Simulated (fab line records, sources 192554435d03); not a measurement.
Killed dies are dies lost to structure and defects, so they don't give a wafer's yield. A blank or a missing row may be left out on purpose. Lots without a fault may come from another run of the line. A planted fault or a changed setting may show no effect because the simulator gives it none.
Problem report in the 8D (eight disciplines) form, filled by code | flow n5_finfet | the parts of the form that need people (team, actions taken, sign-off) are left out

1. THE PROBLEM
thk_nm at N5_SD_EPI_P_EPI_MEAS_23 reads a mean of 49.3 nm on 5 wafers of 3 lots; wafers without a fault read 60.9 nm with a standard deviation of 1.2. That is -9.7 standard deviations from the usual mean.
First seen on wafer L662.4, day 8 00:13, on film_metro-01. The record holds 24 wafers of 8 lots with a number at this step. Rule for "out", or "out of limits": more than 4 standard deviations from the usual mean. The other wafers with a number count as sound.

2. WHAT IT IS AND WHAT IT IS NOT
question                    | is                                     | is not
which readings at this step | thk_nm                                 | -
which lots                  | L662, L663, L664                       | L647, L651, L654, L665, L667
which wafers of those lots  | L662.4, L663.1, L663.4, L663.6, L664.6 | L662.2, L662.5, L664.3, L664.5
read on which gauges        | film_metro-01, film_metro-02           | -
when                        | from day 8 00:13                       | up to then (11 sound wafers); but 8 sound wafers of L664, L665, L667 came after

3. SUSPECTS, AND WHAT RULES EACH OUT
Counting: a tool at a process step up to the reading stays a suspect if it ran every lot that is out. Sound lots after the first of them don't rule it out here, since some wafers of a struck lot are sound.
- the gauge at N5_SD_EPI_P_EPI_MEAS_23: ruled out. The wafers that are out were read on 2 gauges (film_metro-01, film_metro-02).
- epi_rpcvd-02 at N5_SD_EPI_N_VAPOR_ETCH_50 (etches Si in HCl, time 54 s): kept. It ran every lot that is out, first L662 (day 7 16:11); its last sound lot up to then is L651 (day 4 20:56).
- epi_rpcvd-01 at N5_SD_EPI_P_EPI_21 (deposits SiGe:B, time 355 s): kept. It ran every lot that is out, first L662 (day 7 21:45); its last sound lot up to then is L654 (day 6 01:23).
Left after counting: epi_rpcvd-02 at N5_SD_EPI_N_VAPOR_ETCH_50, epi_rpcvd-01 at N5_SD_EPI_P_EPI_21.

4. THE CAUSE (what the simulator had put in)
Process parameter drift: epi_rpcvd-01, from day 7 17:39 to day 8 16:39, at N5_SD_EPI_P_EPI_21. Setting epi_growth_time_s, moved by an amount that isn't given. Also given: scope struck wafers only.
Counting left 2 suspects, and this tool is among them.

5. THE CHAIN OF EFFECTS, in route order
Each row: a reading whose mean over the struck wafers that have a number lies more than 3 standard deviations from the usual. Only readings for which the record gives a usual standard deviation are gone through. hours: the time from each lot's start at the first step in this table that gives one to its start at this step, as a median over the lots. sigmas: the change in usual standard deviations.
hours | step                        | reading | usual       | on struck wafers | change | sigmas
0     | N5_SD_EPI_P_EPI_MEAS_23     | thk_nm  | 60.9 nm     | 49.3             | -11.6  | -9.7
1     | N5_SD_ACTIVATION_RS_MEAS_03 | RS_SD_P | 56.3 ohm/sq | 69.4             | +13.1  | +15
108   | N5_BEOL_M4_RC_MEAS_101      | RS_SD_P | 66.2 ohm/sq | 82.2             | +16.0  | +16

6. WHAT WOULD HAVE CAUGHT IT SOONER
In this record the first reading out of limits at a measuring or inspecting step was taken at day 8 00:13, 7 hours after the fault began at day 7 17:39.
Of the lots that are out (3), L663, L664 began N5_SD_EPI_P_EPI_21 on epi_rpcvd-01 after day 8 00:13. A hold on the tool at that time would have spared those 2.
